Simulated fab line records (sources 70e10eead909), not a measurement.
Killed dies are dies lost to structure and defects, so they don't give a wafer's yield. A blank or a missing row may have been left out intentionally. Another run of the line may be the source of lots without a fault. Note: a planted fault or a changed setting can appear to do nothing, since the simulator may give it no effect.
fab line records + flow nand_harc
[record]
- lots = 13
- wafers = 38
- last_day = 34
route steps=1302 shown A_START@389 A_ONON_D1@444 A_CHANNEL_HOLE_D1@462
lots with no fault: from the same line, run without faults
start_h: the number of hours between the record's first day and the start of the first shown wafer of the lot + wait_h: hours since the lot's step before + " same as the row above + L1.1+2: a single row standing in for several wafers + - no value, or no start was given + * or withheld: withheld + < > ~ a bound
route shown NAME@n: names a module that has steps shown in the file, with the first one's number in the route + usual: mean/standard deviation of fault-free wafers + same: alike in all rows + chamber/n: place in a boat + sites: per-site readings + _std_site: the values' standard deviation + _edge_site: the outer-site mean with the inner-site mean subtracted + radius_mm: how far each site lies from the wafer's centre + mask NAME#n: copy n + behind: tool/chamber where the wafer was last shaped + hold: the reason the lot was held/the length of the hold in hours/how it ended + device: names the non-switching transistor (n, p or np) + end of line: tests run on the same wafers once the route is complete + where a step has no rows: the recipe by itself + killed: dies lost to structure and defects at the first sort, not the wafer's yield + map: dies across one wafer; x = killed, . = not, _ = none there
set.NAME: setting as actually run; set.NAME@STEP: the setting as run at that earlier step + model.NAME: the simulator's own value behind a step, which no gauge read
steps of the route over a sample of lots; a table a step, a row a wafer
services: a tool's chamber out of use, with start hour (start_h, from the record's first day; less than 0 if before it), hours out, and reason
[[steps]]
[step NHARC_A_START_INSPECT_01]
[usual]
- raw_defect_count = 3.3/1.8
| lot.wafer | tool              | chamber | start_h | wait_h | raw_defect_count |
|-----------|-------------------|---------|---------|--------|------------------|
| L665.1    | defect_inspect-02 | -       | 153.01  | -      | 2                |
| L665.2    | "                 | -       | "       | "      | 4                |
| L665.4    | "                 | -       | "       | "      | 5                |
| L664.1    | defect_inspect-01 | -       | 154.57  | -      | 2                |
| L664.3    | "                 | -       | "       | "      | 8                |
| L664.4    | "                 | -       | "       | "      | 6                |
| L667.1    | defect_inspect-02 | -       | 170.82  | -      | 3                |
| L667.3    | "                 | -       | "       | "      | 1                |
| L667.4    | "                 | -       | "       | "      | 1                |
| L669.3    | defect_inspect-01 | -       | 197.72  | -      | 3                |
| L669.4    | "                 | -       | "       | "      | 1                |
| L669.6    | "                 | -       | "       | "      | 2                |
| L670.4    | defect_inspect-02 | -       | 199.86  | -      | 2                |
| L670.5    | "                 | -       | "       | "      | 5                |
| L670.6    | "                 | -       | "       | "      | 3                |
| L671.1    | defect_inspect-02 | -       | 205.52  | -      | 2                |
| L671.2    | "                 | -       | "       | "      | 6                |
| L671.5    | "                 | -       | "       | "      | 1                |
| L672.2    | defect_inspect-01 | -       | 219.34  | -      | 5                |
| L672.3    | "                 | -       | "       | "      | 5                |
| L672.5    | "                 | -       | "       | "      | 3                |
| L675.2    | defect_inspect-02 | -       | 248.24  | -      | 1                |
| L675.3    | "                 | -       | "       | "      | 7                |
| L677.1    | defect_inspect-02 | -       | 266.39  | -      | 8                |
| L677.2    | "                 | -       | "       | "      | 3                |
| L677.5    | "                 | -       | "       | "      | 0                |
| L682.2    | defect_inspect-01 | -       | 319.20  | -      | 3                |
| L682.4    | "                 | -       | "       | "      | 4                |
| L682.5    | "                 | -       | "       | "      | 1                |
| L685.1    | defect_inspect-02 | -       | 345.37  | -      | 2                |
| L685.2    | "                 | -       | "       | "      | 6                |
| L685.5    | "                 | -       | "       | "      | 4                |
| L686.1    | defect_inspect-02 | -       | 359.24  | -      | 2                |
| L686.3    | "                 | -       | "       | "      | 2                |
| L686.5    | "                 | -       | "       | "      | 5                |
| L687.2    | defect_inspect-02 | -       | 374.05  | -      | 6                |
| L687.3    | "                 | -       | "       | "      | 4                |
| L687.6    | "                 | -       | "       | "      | 2                |
[step NHARC_A_ONON_D1_DEP_28]
[recipe]
- target_thk_a = 10000
- n2_flow_sccm = 2750
- n2o_flow_sccm = 2000
- nh3_flow_sccm = 500
- sih4_flow_sccm = 210
- temp_c = 400
[usual]
- sih4_flow_sccm = 210.0/0.67
| lot.wafer | tool          | chamber | start_h | wait_h | sih4_flow_sccm |
|-----------|---------------|---------|---------|--------|----------------|
| L665.1    | pecvd_onon-03 | 0       | 188.45  | 0.1    | 209.8          |
| L665.2    | "             | 0       | "       | "      | 210.4          |
| L665.4    | "             | 0       | "       | "      | 210.1          |
| L664.1    | pecvd_onon-01 | 0       | 188.45  | 0.1    | 209.6          |
| L664.3    | "             | 0       | "       | "      | 211.3          |
| L664.4    | "             | 0       | "       | "      | 210.0          |
| L667.1    | pecvd_onon-03 | 0       | 205.02  | 0.1    | 210.2          |
| L667.3    | "             | 0       | "       | "      | 209.6          |
| L667.4    | "             | 0       | "       | "      | 210.1          |
| L669.3    | pecvd_onon-01 | 0       | 234.08  | 0.2    | 211.2          |
| L669.4    | "             | 0       | "       | "      | 210.5          |
| L669.6    | "             | 0       | "       | "      | 209.7          |
| L670.4    | pecvd_onon-02 | 0       | 234.13  | 0.2    | 210.5          |
| L670.5    | "             | 0       | "       | "      | 210.2          |
| L670.6    | "             | 0       | "       | "      | 210.5          |
| L671.1    | pecvd_onon-03 | 0       | 243.75  | 0.1    | 210.8          |
| L671.2    | "             | 0       | "       | "      | 209.6          |
| L671.5    | "             | 0       | "       | "      | 210.0          |
| L672.2    | pecvd_onon-01 | 0       | 254.75  | 0.1    | 210.4          |
| L672.3    | "             | 0       | "       | "      | 209.9          |
| L672.5    | "             | 0       | "       | "      | 209.5          |
| L675.2    | pecvd_onon-03 | 0       | 284.61  | 0.1    | 210.1          |
| L675.3    | "             | 0       | "       | "      | 210.7          |
| L677.1    | pecvd_onon-03 | 0       | 300.49  | 0.1    | 210.5          |
| L677.2    | "             | 0       | "       | "      | 209.6          |
| L677.5    | "             | 0       | "       | "      | 210.8          |
| L682.2    | pecvd_onon-02 | 0       | 354.57  | 0.1    | 211.5          |
| L682.4    | "             | 0       | "       | "      | 211.9          |
| L682.5    | "             | 0       | "       | "      | 211.1          |
| L685.1    | pecvd_onon-03 | 0       | 387.39  | 0.1    | 211.3          |
| L685.2    | "             | 0       | "       | "      | 209.8          |
| L685.5    | "             | 0       | "       | "      | 209.8          |
| L686.1    | pecvd_onon-02 | 0       | 401.04  | 0.1    | 209.2          |
| L686.3    | "             | 0       | "       | "      | 209.3          |
| L686.5    | "             | 0       | "       | "      | 210.4          |
| L687.2    | pecvd_onon-01 | 0       | 412.72  | 0.1    | 209.0          |
| L687.3    | "             | 0       | "       | "      | 209.8          |
| L687.6    | "             | 0       | "       | "      | 209.2          |
[step NHARC_A_ONON_D1_THK_MEAS_30]
[recipe]
- thk_meas_gauge = ellipsometry
[usual]
- thk_nm = 1000/11
| lot.wafer | tool          | chamber | start_h | wait_h | thk_nm |
|-----------|---------------|---------|---------|--------|--------|
| L664.1    | film_metro-02 | -       | 188.96  | -      | 986    |
| L664.3    | "             | -       | "       | "      | 986    |
| L664.4    | "             | -       | "       | "      | 986    |
| L665.1    | film_metro-01 | -       | 188.97  | -      | 997    |
| L665.2    | "             | -       | "       | "      | 997    |
| L665.4    | "             | -       | "       | "      | 998    |
| L667.1    | film_metro-01 | -       | 205.53  | -      | 980    |
| L667.3    | "             | -       | "       | "      | 979    |
| L667.4    | "             | -       | "       | "      | 981    |
| L670.4    | film_metro-01 | -       | 234.47  | -      | 1000   |
| L670.5    | "             | -       | "       | "      | 1001   |
| L670.6    | "             | -       | "       | "      | 1001   |
| L669.3    | film_metro-02 | -       | 234.47  | -      | 998    |
| L669.4    | "             | -       | "       | "      | 997    |
| L669.6    | "             | -       | "       | "      | 998    |
| L671.1    | film_metro-01 | -       | 244.26  | -      | 995    |
| L671.2    | "             | -       | "       | "      | 993    |
| L671.5    | "             | -       | "       | "      | 993    |
| L672.2    | film_metro-01 | -       | 255.20  | -      | 994    |
| L672.3    | "             | -       | "       | "      | 995    |
| L672.5    | "             | -       | "       | "      | 995    |
| L675.2    | film_metro-01 | -       | 285.05  | -      | 1011   |
| L675.3    | "             | -       | "       | "      | 838    |
| L677.1    | film_metro-02 | -       | 301.01  | -      | 1014   |
| L677.2    | "             | -       | "       | "      | 1014   |
| L677.5    | "             | -       | "       | "      | 847    |
| L682.2    | film_metro-02 | -       | 355.02  | -      | 1010   |
| L682.4    | "             | -       | "       | "      | 1010   |
| L682.5    | "             | -       | "       | "      | 1011   |
| L685.1    | film_metro-01 | -       | 387.90  | -      | 995    |
| L685.2    | "             | -       | "       | "      | 996    |
| L685.5    | "             | -       | "       | "      | 996    |
| L686.1    | film_metro-01 | -       | 401.55  | -      | 1017   |
| L686.3    | "             | -       | "       | "      | 1018   |
| L686.5    | "             | -       | "       | "      | 1017   |
| L687.2    | film_metro-01 | -       | 413.17  | -      | 1013   |
| L687.3    | "             | -       | "       | "      | 1012   |
| L687.6    | "             | -       | "       | "      | 1013   |
[step NHARC_A_CHANNEL_HOLE_D1_CD_MEAS_10]
[recipe]
- target_cd_nm = 100
- landing_energy_ev = 500
[usual]
- cd_nm = 99.9/0.36
| lot.wafer | tool      | chamber | start_h | wait_h | cd_nm |
|-----------|-----------|---------|---------|--------|-------|
| L664.1    | cd_sem-03 | 0       | 193.64  | -      | 100.1 |
| L664.3    | "         | 0       | "       | "      | 99.6  |
| L664.4    | "         | 0       | "       | "      | 100.4 |
| L665.1    | cd_sem-01 | 0       | 195.43  | -      | 99.9  |
| L665.2    | "         | 0       | "       | "      | 99.2  |
| L665.4    | "         | 0       | "       | "      | 100.5 |
| L667.1    | cd_sem-03 | 0       | 209.76  | -      | 99.5  |
| L667.3    | "         | 0       | "       | "      | 99.5  |
| L667.4    | "         | 0       | "       | "      | 100.0 |
| L670.4    | cd_sem-03 | 0       | 237.70  | -      | 99.9  |
| L670.5    | "         | 0       | "       | "      | 99.9  |
| L670.6    | "         | 0       | "       | "      | 100.0 |
| L669.3    | cd_sem-01 | 0       | 238.75  | -      | 100.2 |
| L669.4    | "         | 0       | "       | "      | 99.4  |
| L669.6    | "         | 0       | "       | "      | 100.1 |
| L671.1    | cd_sem-02 | 0       | 250.39  | -      | 99.7  |
| L671.2    | "         | 0       | "       | "      | 99.5  |
| L671.5    | "         | 0       | "       | "      | 98.8  |
| L672.2    | cd_sem-02 | 0       | 260.03  | -      | 100.2 |
| L672.3    | "         | 0       | "       | "      | 99.9  |
| L672.5    | "         | 0       | "       | "      | 99.9  |
| L675.2    | cd_sem-03 | 0       | 292.24  | -      | 99.7  |
| L675.3    | "         | 0       | "       | "      | 99.8  |
| L677.1    | cd_sem-01 | 0       | 304.27  | -      | 100.2 |
| L677.2    | "         | 0       | "       | "      | 100.0 |
| L677.5    | "         | 0       | "       | "      | 99.5  |
| L682.2    | cd_sem-02 | 0       | 358.21  | -      | 100.2 |
| L682.4    | "         | 0       | "       | "      | 99.3  |
| L682.5    | "         | 0       | "       | "      | 100.8 |
| L685.1    | cd_sem-03 | 0       | 391.17  | -      | 99.7  |
| L685.2    | "         | 0       | "       | "      | 99.8  |
| L685.5    | "         | 0       | "       | "      | 99.5  |
| L686.1    | cd_sem-01 | 0       | 407.28  | -      | 100.1 |
| L686.3    | "         | 0       | "       | "      | 100.1 |
| L686.5    | "         | 0       | "       | "      | 100.3 |
| L687.2    | cd_sem-03 | 0       | 421.15  | -      | 99.6  |
| L687.3    | "         | 0       | "       | "      | 99.5  |
| L687.6    | "         | 0       | "       | "      | 99.7  |
[step NHARC_A_CHANNEL_HOLE_D1_DESCUM_15]
[recipe]
- time_s = 3
- o2_flow_sccm = 200
- ar_flow_sccm = 0
- bias_power_w = 0
- chemistry = O2
[usual]
- drypump_motor_current_A = 5.6/0.37
- oes_product_au = 0.997/0.0069
- rf_vpp_V = 57.8/0.9
- showerhead_plenum_p_Torr = 1.94/0.063
- throttle_valve_pct = 11.311/0.0085
| lot.wafer | tool        | chamber | start_h | wait_h | drypump_motor_current_A | oes_product_au | rf_hours_counter_h | rf_vpp_V | showerhead_plenum_p_Torr | throttle_valve_pct |
|-----------|-------------|---------|---------|--------|-------------------------|----------------|--------------------|----------|--------------------------|--------------------|
| L664.1    | rie_diel-06 | 0       | 193.83  | 0.1    | 5.8                     | 0.997          | 14                 | 57.4     | 1.87                     | 11.313             |
| L664.4    | "           | 1       | "       | "      | 6.5                     | 1.000          | 19                 | 59.1     | 1.87                     | 11.324             |
| L664.3    | "           | 3       | "       | "      | 5.5                     | 1.002          | 16                 | 55.4     | 1.81                     | 11.316             |
| L665.2    | rie_diel-12 | 1       | 195.62  | 0.1    | 5.1                     | 0.996          | 9                  | 57.3     | 1.95                     | 11.312             |
| L665.4    | "           | 2       | "       | "      | 5.3                     | 0.976          | 6                  | 57.6     | 1.92                     | 11.306             |
| L665.1    | "           | 3       | "       | "      | 6.0                     | 0.987          | 8                  | 58.6     | 2.00                     | 11.297             |
| L667.1    | rie_diel-12 | 1       | 209.95  | 0.1    | 5.0                     | 0.993          | 10                 | 58.3     | 1.95                     | 11.307             |
| L667.4    | "           | 2       | "       | "      | 5.3                     | 0.985          | 7                  | 57.9     | 1.92                     | 11.324             |
| L667.3    | "           | 3       | "       | "      | 5.9                     | 0.994          | 9                  | 58.0     | 2.00                     | 11.322             |
| L670.4    | rie_diel-06 | 1       | 237.90  | 0.1    | 6.5                     | 0.986          | 28                 | 57.4     | 1.87                     | 11.298             |
| L670.5    | "           | 3       | "       | "      | 5.5                     | 1.002          | -                  | 57.2     | 1.81                     | 11.313             |
| L670.6    | "           | 0       | "       | "      | 5.8                     | 0.997          | -                  | 55.4     | 1.86                     | 11.301             |
| L669.3    | rie_diel-12 | 0       | 238.94  | 0.1    | 5.9                     | 0.999          | 11                 | 58.5     | 2.03                     | 11.313             |
| L669.4    | "           | 1       | "       | "      | 5.1                     | 0.994          | 12                 | 58.4     | 1.95                     | 11.307             |
| L669.6    | "           | 3       | "       | "      | 5.9                     | 0.991          | -                  | 59.7     | 2.00                     | 11.310             |
| L671.1    | rie_diel-12 | 0       | 250.59  | 0.1    | 5.9                     | 1.005          | 13                 | 58.0     | 2.03                     | 11.304             |
| L671.2    | "           | 3       | "       | "      | 6.0                     | 0.993          | 12                 | 57.0     | 2.00                     | 11.292             |
| L671.5    | "           | 0       | "       | "      | 6.0                     | 1.001          | -                  | 58.8     | 2.03                     | 11.324             |
| L672.2    | rie_diel-12 | 1       | 260.22  | 0.1    | 5.1                     | 0.995          | 14                 | 58.4     | 1.95                     | 11.306             |
| L672.3    | "           | 3       | "       | "      | 6.0                     | 0.990          | 12                 | 58.3     | 2.00                     | 11.307             |
| L672.5    | "           | 1       | "       | "      | 5.1                     | 0.992          | -                  | 57.3     | 1.95                     | 11.320             |
| L675.2    | rie_diel-12 | 0       | 292.42  | 0.1    | 6.0                     | 0.999          | 2                  | 59.1     | 2.03                     | 11.318             |
| L675.3    | "           | 1       | "       | "      | 5.0                     | 1.009          | 1                  | 57.1     | 1.94                     | 11.315             |
| L677.1    | rie_diel-12 | 0       | 304.46  | 0.1    | 6.0                     | 0.996          | 3                  | 58.1     | 2.03                     | 11.317             |
| L677.2    | "           | 2       | "       | "      | 5.3                     | 0.998          | 2                  | 57.2     | 1.91                     | 11.328             |
| L677.5    | "           | 1       | "       | "      | 5.1                     | 1.003          | -                  | 57.1     | 1.94                     | 11.307             |
| L682.4    | rie_diel-03 | 2       | 358.41  | 0.1    | 6.1                     | 0.996          | 19                 | 58.9     | 1.82                     | 11.319             |
| L682.2    | "           | 3       | "       | "      | 5.5                     | 0.984          | 22                 | 58.4     | 1.91                     | 11.310             |
| L682.5    | "           | 1       | "       | "      | 5.5                     | 1.002          | -                  | 57.8     | 1.92                     | 11.326             |
| L685.2    | rie_diel-12 | 3       | 391.36  | 0.1    | 5.9                     | 1.000          | 10                 | 57.9     | 2.00                     | 11.316             |
| L685.1    | "           | 0       | "       | "      | 5.9                     | 1.008          | 10                 | 59.3     | 2.03                     | 11.305             |
| L685.5    | "           | 0       | "       | "      | 6.0                     | 0.996          | -                  | 58.9     | 2.03                     | 11.311             |
| L686.3    | rie_diel-12 | 2       | 407.46  | 0.1    | 5.3                     | 0.995          | 10                 | 58.9     | 1.91                     | 11.322             |
| L686.1    | "           | 1       | "       | "      | 5.1                     | 1.006          | 11                 | 59.9     | 1.94                     | 11.321             |
| L686.5    | "           | 3       | "       | "      | 6.0                     | 1.000          | -                  | 57.2     | 2.00                     | 11.300             |
| L687.3    | rie_diel-12 | 0       | 421.35  | 0.1    | 6.0                     | 0.993          | 12                 | 59.7     | 2.03                     | 11.310             |
| L687.2    | "           | 1       | "       | "      | 5.0                     | 0.999          | 13                 | 59.4     | 1.94                     | 11.298             |
| L687.6    | "           | 3       | "       | "      | 6.0                     | 0.994          | -                  | 56.7     | 2.00                     | 11.309             |
[[services]]
| tool          | chamber | start_h | hours | kind   |
|---------------|---------|---------|-------|--------|
| rie_diel-06   | 2       | 166.95  | 4.0   | repair |
| pecvd_onon-01 | -       | 169.25  | 6.8   | repair |
| rie_diel-06   | 0       | 172.12  | 6.9   | repair |
| rie_diel-12   | 0       | 174.19  | -     | clean  |
| rie_diel-12   | 1       | 174.19  | -     | clean  |
| rie_diel-12   | 2       | 174.19  | -     | clean  |
| rie_diel-03   | 0       | 183.20  | 36.3  | repair |
| pecvd_onon-02 | -       | 185.08  | 13.0  | pm     |
| pecvd_onon-03 | -       | 227.00  | 13.0  | pm     |
| rie_diel-03   | 0       | 228.23  | 12.8  | repair |
| rie_diel-03   | 3       | 239.69  | 9.6   | repair |
| rie_diel-12   | -       | 255.20  | 0.8   | repair |
| rie_diel-12   | -       | 268.69  | 9.0   | pm     |
| pecvd_onon-01 | -       | 269.15  | 13.0  | pm     |
| rie_diel-06   | -       | 273.33  | 0.4   | repair |
| rie_diel-03   | -       | 281.40  | 9.0   | pm     |
| rie_diel-06   | -       | 307.25  | 9.0   | pm     |
| rie_diel-12   | 2       | 330.61  | 4.0   | repair |
| rie_diel-03   | 3       | 359.65  | 8.8   | repair |
| rie_diel-06   | -       | 364.08  | 3.8   | repair |
| pecvd_onon-02 | -       | 366.08  | 13.0  | pm     |
| rie_diel-06   | 1       | 377.40  | 2.7   | repair |
| rie_diel-12   | -       | 403.81  | 0.6   | repair |
| pecvd_onon-03 | -       | 408.00  | 13.0  | pm     |
[[key]]
[first_sign]
- step = NHARC_A_ONON_D1_THK_MEAS_30
- reading = thk_nm
- direction = down
- sigmas = 15
- usual = 1000
- struck = 843
effect none on later readings
met_at NHARC_A_ONON_D1_DEP_28
struck_lots L675,L677
struck_wafers L675.3,L677.5
sort_left_out L675.3
tester_left_out L675,L677
not_acting_at NHARC_A_START_INSPECT_01,NHARC_A_CHANNEL_HOLE_D1_CD_MEAS_10,NHARC_A_CHANNEL_HOLE_D1_DESCUM_15
onset_between 243.75 284.61
[fault]
- kind = process_parameter_drift
- tool = pecvd_onon-03
- chamber = -
- onset_h = 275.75
- steps = NHARC_A_ONON_D1_DEP_28
- channel = target_thk_a
- offset = *
- shape = step
- end_h = 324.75
- scope = struck_wafers_only
- acts_in = *
- stated = *
// tester_left_out: of these lots the tester's yield and bins aren't shown, on N5 and GAA mostly nor the transistor test; their killed dies are dies lost to structure and defects alone, not to doping, threshold or leakage, so they don't give the yield
// sort_left_out: the simulated sort isn't trusted on such a fault, so these wafers' sort isn't shown, and their yield isn't known
